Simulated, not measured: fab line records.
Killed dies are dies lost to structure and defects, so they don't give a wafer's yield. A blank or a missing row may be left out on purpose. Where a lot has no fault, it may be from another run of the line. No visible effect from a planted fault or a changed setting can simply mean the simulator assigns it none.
Which tool did it?    flow nand-harc    Sampling: 24 lots, 72 wafers, 6 of 1302 route steps

## WHAT EACH GAUGE READ, for each wafer
NHARC_P_BONDPAD_THK_MEAS_20: measures by xrf.
lot   measured      on             thk-nm (nm)
L074  day 6 16:10   film-metro-02  160.8 160.4 160.7
L075  day 7 08:05   film-metro-02  160.6 161.3 161.4
L076  day 7 15:29   film-metro-01  161.8 161.0 161.7
L077  day 7 21:23   film-metro-02  161.8 163.9 160.8
L078  day 8 06:50   film-metro-01  159.2 158.5 158.9
L079  day 8 13:19   film-metro-01  161.0 159.1 159.6
L080  day 9 04:46   film-metro-01  160.8 160.6 160.5
L081  day 9 13:37   film-metro-01  161.7 160.8 162.2
L082  day 10 06:03  film-metro-02  160.6 161.4 160.6
L083  day 10 21:26  film-metro-01  159.8 161.2 160.4
L084  day 10 22:05  film-metro-01  162.2 161.5 163.3
L085  day 11 07:47  film-metro-01  159.9 160.3 161.8
L086  day 11 14:05  film-metro-01  160.4 164.3 162.2
L087  day 11 23:28  film-metro-02  160.4 160.2 159.1
L089  day 12 18:23  film-metro-01  161.8 160.8 160.0
L088  day 12 19:05  film-metro-02  161.4 160.7 160.5
L090  day 13 12:04  film-metro-02  165.0 161.1 158.8
L091  day 13 13:23  film-metro-01  161.8 158.7 160.0
L092  day 14 01:48  film-metro-01  160.2 161.7 162.0
L093  day 14 14:29  film-metro-02  162.0 164.2 162.6
L095  day 15 09:38  film-metro-01  160.8 161.5 158.1
L094  day 15 18:44  film-metro-01  162.5 162.3 160.6
L096  day 16 01:08  film-metro-02  159.0 160.8 160.1
L097  day 16 01:44  film-metro-02  159.2 163.2 161.1

NHARC_A_ZERO_WELL_CD_MEAS_10: target cd 2000 nm.
lot   measured      on         cd-nm (nm)
L074  day 6 17:40   cd-sem-03  2001.4 2001.3 2001.3
L075  day 7 09:35   cd-sem-02  1999.5 2000.6 1999.1
L076  day 7 16:55   cd-sem-02  1998.6 1998.9 1997.6
L077  day 7 22:58   cd-sem-02  1998.0 1999.2 1998.5
L078  day 8 08:20   cd-sem-02  2001.1 2000.3 2001.9
L079  day 8 14:43   cd-sem-01  1997.5 1998.2 1998.6
L080  day 9 06:16   cd-sem-01  2000.8 1999.4 2000.0
L081  day 9 15:01   cd-sem-02  1998.4 1998.1 1996.9
L082  day 10 07:35  cd-sem-01  2000.3 1999.8 2000.1
L083  day 10 22:49  cd-sem-03  2002.4 1998.0 2001.2
L084  day 10 23:35  cd-sem-02  2000.0 2000.2 1999.2
L085  day 11 09:19  cd-sem-01  2000.6 2000.5 1999.4
L086  day 11 15:29  cd-sem-02  2000.7 1999.4 1998.4
L087  day 12 01:01  cd-sem-02  1999.3 1996.2 1997.2
L089  day 12 19:55  cd-sem-03  1996.5 1998.3 1997.6
L088  day 12 20:35  cd-sem-03  2000.3 1999.3 1999.0
L090  day 13 13:29  cd-sem-02  2000.7 1999.9 1999.3
L091  day 13 14:55  cd-sem-03  2003.2 2002.0 2001.3
L092  day 14 03:20  cd-sem-03  1997.6 2000.1 2000.5
L093  day 14 16:02  cd-sem-01  1999.4 1999.9 1999.5
L095  day 15 11:09  cd-sem-02  2000.3 2001.4 1999.8
L094  day 15 20:16  cd-sem-02  1998.9 1998.7 1999.0
L096  day 16 02:33  cd-sem-03  2000.0 1998.9 2000.2
L097  day 16 03:16  cd-sem-01  2000.0 2000.3 2000.7

## TOOL THAT RAN EACH LOT (tool first, then ch and the chambers of the sampled wafers, then the start)
lot   NHARC_P_M1_STRIP_18                 NHARC_P_M1_DEGAS_29           NHARC_P_M1_PRE_CLEAN_30                  NHARC_P_BONDPAD_DESCUM_11
L074  rie-diel-06 ch 1,2, day 6 05:18     pvd-sputter-03, day 6 05:58   pvd-sputter-03, day 6 13:48 or earlier   rie-diel-05 ch 0,2,3, day 6 13:48
L075  rie-diel-09 ch 0,1,2, day 6 21:20   pvd-sputter-02, day 6 21:58   pvd-sputter-02, day 7 05:41 or earlier   rie-diel-05 ch 1,2,3, day 7 05:41
L076  rie-diel-02 ch 1,2, day 7 04:36     pvd-sputter-03, day 7 05:16   pvd-sputter-03, day 7 13:08 or earlier   rie-diel-08 ch 1,2, day 7 13:08
L077  rie-diel-09 ch 0,2,3, day 7 10:47   pvd-sputter-02, day 7 11:23   pvd-sputter-02, day 7 19:02 or earlier   rie-diel-05 ch 2,3, day 7 19:02
L078  rie-diel-02 ch 1,2, day 7 20:09     pvd-sputter-01, day 7 20:49   pvd-sputter-01, day 8 04:30 or earlier   rie-diel-08 ch 0,2, day 8 04:30
L079  rie-diel-09 ch 0,2,3, day 8 02:41   pvd-sputter-01, day 8 03:18   pvd-sputter-01, day 8 10:59 or earlier   rie-diel-13 ch 0,1,2, day 8 10:59
L080  rie-diel-06 ch 1,2, day 8 18:11     pvd-sputter-03, day 8 18:50   pvd-sputter-03, day 9 02:23 or earlier   rie-diel-13 ch 1,2, day 9 02:23
L081  rie-diel-02 ch 0,2, day 9 02:53     pvd-sputter-03, day 9 03:32   pvd-sputter-03, day 9 11:16 or earlier   rie-diel-13 ch 0,3, day 9 11:16
L082  rie-diel-02 ch 0,1, day 9 19:20     pvd-sputter-01, day 9 19:57   pvd-sputter-01, day 10 03:38 or earlier  rie-diel-08 ch 1,3, day 10 03:38
L083  rie-diel-09 ch 0,1, day 10 09:40    pvd-sputter-02, day 10 10:19  pvd-sputter-02, day 10 18:58 or earlier  rie-diel-08 ch 1,3, day 10 18:58
L084  rie-diel-09 ch 2,3, day 10 11:02    pvd-sputter-02, day 10 11:40  pvd-sputter-02, day 10 19:41 or earlier  rie-diel-13 ch 1,2,3, day 10 19:41
L085  rie-diel-09 ch 1,2,3, day 10 20:45  pvd-sputter-02, day 10 21:22  pvd-sputter-02, day 11 05:26 or earlier  rie-diel-08 ch 0,1, day 11 05:26
L086  rie-diel-09 ch 0,2, day 11 03:34    pvd-sputter-02, day 11 04:11  pvd-sputter-02, day 11 11:39 or earlier  rie-diel-13 ch 0,1, day 11 11:39
L087  rie-diel-06 ch 0,1, day 11 12:35    pvd-sputter-02, day 11 13:18  pvd-sputter-02, day 11 21:08 or earlier  rie-diel-13 ch 1,2,3, day 11 21:08
L089  rie-diel-09 ch 1,2,3, day 12 07:44  pvd-sputter-02, day 12 08:22  pvd-sputter-02, day 12 16:04 or earlier  rie-diel-13 ch 1,2,3, day 12 16:04
L088  rie-diel-09 ch 2,3, day 12 08:11    pvd-sputter-02, day 12 08:49  pvd-sputter-02, day 12 16:43 or earlier  rie-diel-05 ch 0,2,3, day 12 16:43
L090  rie-diel-06 ch 1,2,3, day 13 01:26  pvd-sputter-01, day 13 02:06  pvd-sputter-01, day 13 09:43 or earlier  rie-diel-05 ch 0,1, day 13 09:43
L091  rie-diel-06 ch 0,1,3, day 13 02:17  pvd-sputter-01, day 13 02:55  pvd-sputter-01, day 13 11:01 or earlier  rie-diel-08 ch 0,2,3, day 13 11:01
L092  rie-diel-06 ch 0,2,3, day 13 15:08  pvd-sputter-03, day 13 15:46  pvd-sputter-03, day 13 23:28 or earlier  rie-diel-08 ch 0,3, day 13 23:28
L093  rie-diel-02 ch 0,2, day 14 03:55    pvd-sputter-03, day 14 04:32  pvd-sputter-03, day 14 12:09 or earlier  rie-diel-08 ch 0,2,3, day 14 12:09
L095  rie-diel-09 ch 1,2,3, day 14 21:01  pvd-sputter-01, day 14 21:43  pvd-sputter-01, day 15 05:20 or earlier  rie-diel-13 ch 0,2,3, day 15 05:20
L094  rie-diel-06 ch 2,3, day 15 02:37    pvd-sputter-03, day 15 03:14  pvd-sputter-03, day 15 16:26 or earlier  rie-diel-13 ch 1,2,3, day 15 16:26
L096  rie-diel-09 ch 0,1,2, day 15 14:37  pvd-sputter-01, day 15 15:13  pvd-sputter-01, day 15 22:47 or earlier  rie-diel-08 ch 1,2, day 15 22:47
L097  rie-diel-06 ch 0,2,3, day 15 15:05  pvd-sputter-01, day 15 15:43  pvd-sputter-01, day 15 23:23 or earlier  rie-diel-13 ch 1,3, day 15 23:23
- NHARC_P_M1_STRIP_18: strips in N2/H2.
- NHARC_P_M1_DEGAS_29: time 60 s.
- NHARC_P_M1_PRE_CLEAN_30: time 30 s.
- NHARC_P_BONDPAD_DESCUM_11: chemistry O2, time 3 s.

## WHAT THE TOOLS THEMSELVES READ (means of the sampled wafers that have a number; where no wafer has one, the mark that the record gives instead)
NHARC_P_M1_STRIP_18.
lot   tool         drypump-motor-current-A (A)  oes-product-au (a.u.)  rf-vpp-V (V)  showerhead-plenum-p-Torr (Torr)  throttle-valve-pct (%)
L074  rie-diel-06  5.50                         0.996                  90.7          2.01                             14.179
L075  rie-diel-09  5.89                         0.995                  90.4          2.05                             14.170
L076  rie-diel-02  5.95                         1.001                  91.1          2.07                             14.176
L077  rie-diel-09  5.99                         1.009                  91.2          2.06                             14.165
L078  rie-diel-02  5.85                         0.999                  90.9          2.14                             14.179
L079  rie-diel-09  5.99                         1.007                  91.5          2.06                             14.174
L080  rie-diel-06  5.51                         0.997                  90.3          2.01                             14.176
L081  rie-diel-02  5.76                         0.989                  90.4          1.94                             14.173
L082  rie-diel-02  5.68                         0.996                  90.6          2.01                             14.176
L083  rie-diel-09  5.82                         1.008                  90.7          2.03                             14.175
L084  rie-diel-09  6.08                         1.007                  90.7          2.03                             14.170
L085  rie-diel-09  6.01                         1.012                  90.4          2.01                             14.177
L086  rie-diel-09  5.92                         0.997                  91.2          2.10                             14.171
L087  rie-diel-06  5.96                         0.997                  90.3          1.98                             14.181
L089  rie-diel-09  5.99                         1.004                  90.5          2.01                             14.168
L088  rie-diel-09  6.04                         1.016                  90.5          2.03                             14.161
L090  rie-diel-06  5.71                         0.993                  89.9          1.98                             14.173
L091  rie-diel-06  6.00                         0.993                  90.4          2.00                             14.176
L092  rie-diel-06  5.89                         1.001                  90.1          1.94                             14.169
L093  rie-diel-02  5.91                         0.997                  90.8          1.96                             14.165
L095  rie-diel-09  5.99                         1.004                  90.1          2.01                             14.178
L094  rie-diel-06  5.93                         1.008                  90.6          1.95                             14.169
L096  rie-diel-09  5.89                         1.008                  90.3          2.05                             14.173
L097  rie-diel-06  5.89                         1.009                  90.1          1.94                             14.175

NHARC_P_M1_DEGAS_29.
lot   tool            heater-power-w (W)
L074  pvd-sputter-03  314
L075  pvd-sputter-02  311
L076  pvd-sputter-03  302
L077  pvd-sputter-02  307
L078  pvd-sputter-01  339
L079  pvd-sputter-01  342
L080  pvd-sputter-03  315
L081  pvd-sputter-03  310
L082  pvd-sputter-01  336
L083  pvd-sputter-02  296
L084  pvd-sputter-02  295
L085  pvd-sputter-02  305
L086  pvd-sputter-02  332
L087  pvd-sputter-02  326
L089  pvd-sputter-02  309
L088  pvd-sputter-02  296
L090  pvd-sputter-01  328
L091  pvd-sputter-01  331
L092  pvd-sputter-03  305
L093  pvd-sputter-03  304
L095  pvd-sputter-01  332
L094  pvd-sputter-03  307
L096  pvd-sputter-01  320
L097  pvd-sputter-01  333

NHARC_P_M1_PRE_CLEAN_30.
lot   tool            heater-power-w (W)
L074  pvd-sputter-03  366
L075  pvd-sputter-02  378
L076  pvd-sputter-03  361
L077  pvd-sputter-02  402
L078  pvd-sputter-01  424
L079  pvd-sputter-01  394
L080  pvd-sputter-03  388
L081  pvd-sputter-03  368
L082  pvd-sputter-01  421
L083  pvd-sputter-02  392
L084  pvd-sputter-02  398
L085  pvd-sputter-02  385
L086  pvd-sputter-02  392
L087  pvd-sputter-02  378
L089  pvd-sputter-02  382
L088  pvd-sputter-02  399
L090  pvd-sputter-01  400
L091  pvd-sputter-01  416
L092  pvd-sputter-03  381
L093  pvd-sputter-03  370
L095  pvd-sputter-01  403
L094  pvd-sputter-03  373
L096  pvd-sputter-01  387
L097  pvd-sputter-01  401

NHARC_P_BONDPAD_DESCUM_11.
lot   tool         drypump-motor-current-A (A)  oes-product-au (a.u.)  rf-vpp-V (V)  showerhead-plenum-p-Torr (Torr)  throttle-valve-pct (%)
L074  rie-diel-05  6.1                          1.004                  58.5          1.97                             11.316
L075  rie-diel-05  6.4                          1.013                  58.6          1.97                             11.321
L076  rie-diel-08  5.5                          0.997                  57.9          1.86                             11.311
L077  rie-diel-05  6.2                          1.004                  57.6          2.00                             11.308
L078  rie-diel-08  5.8                          1.001                  57.4          1.88                             11.308
L079  rie-diel-13  5.9                          1.004                  57.9          1.91                             11.318
L080  rie-diel-13  6.1                          0.996                  58.1          1.97                             11.310
L081  rie-diel-13  5.5                          1.007                  57.7          1.92                             11.316
L082  rie-diel-08  5.2                          0.989                  57.5          1.89                             11.303
L083  rie-diel-08  5.2                          0.998                  57.0          1.89                             11.319
L084  rie-diel-13  5.9                          1.006                  57.8          1.96                             11.308
L085  rie-diel-08  6.0                          0.987                  57.5          1.89                             11.318
L086  rie-diel-13  5.6                          1.007                  57.5          1.84                             11.308
L087  rie-diel-13  5.9                          1.004                  59.1          1.96                             11.306
L089  rie-diel-13  5.9                          1.004                  58.5          1.96                             11.302
L088  rie-diel-05  6.1                          1.006                  58.9          1.97                             11.315
L090  rie-diel-05  6.3                          1.001                  58.7          1.94                             11.308
L091  rie-diel-08  5.6                          1.001                  56.6          1.90                             11.305
L092  rie-diel-08  5.5                          0.997                  57.8          1.91                             11.312
L093  rie-diel-08  5.6                          0.996                  57.8          1.89                             11.302
L095  rie-diel-13  5.7                          1.006                  57.5          1.93                             11.309
L094  rie-diel-13  5.9                          0.997                  58.1          1.96                             11.313
L096  rie-diel-08  5.6                          0.992                  56.5          1.86                             11.318
L097  rie-diel-13  5.9                          1.008                  57.1          1.93                             11.318

## THE ANSWER, worked out from the rows above alone
Rule: what is usual is taken from the lots themselves. The widest of any qualifying gaps counts: lots, ordered by their means at a reading, are off when they make up no more than a third of the lots, leave a main group of 4 or more, and stand apart from it by 3 or more times the standard deviation of that group's means. If all means in a main group match to the digits the tables above print for the reading, that group is not used. Also off: a lot with no number at a reading for which 4 or more lots have one. Any other lot the step has rows for is counted as sound. After the gauges, taken in route order, come the tools' own readings; for these a lot's mean is taken, as printed above. The first step at which some lot is off is used, and at that step the reading that is off furthest; a lot without a number counts as furthest.
No lot is off at any reading shown: from this, nothing can be told.

## WHAT THE SIMULATOR HAD PUT IN
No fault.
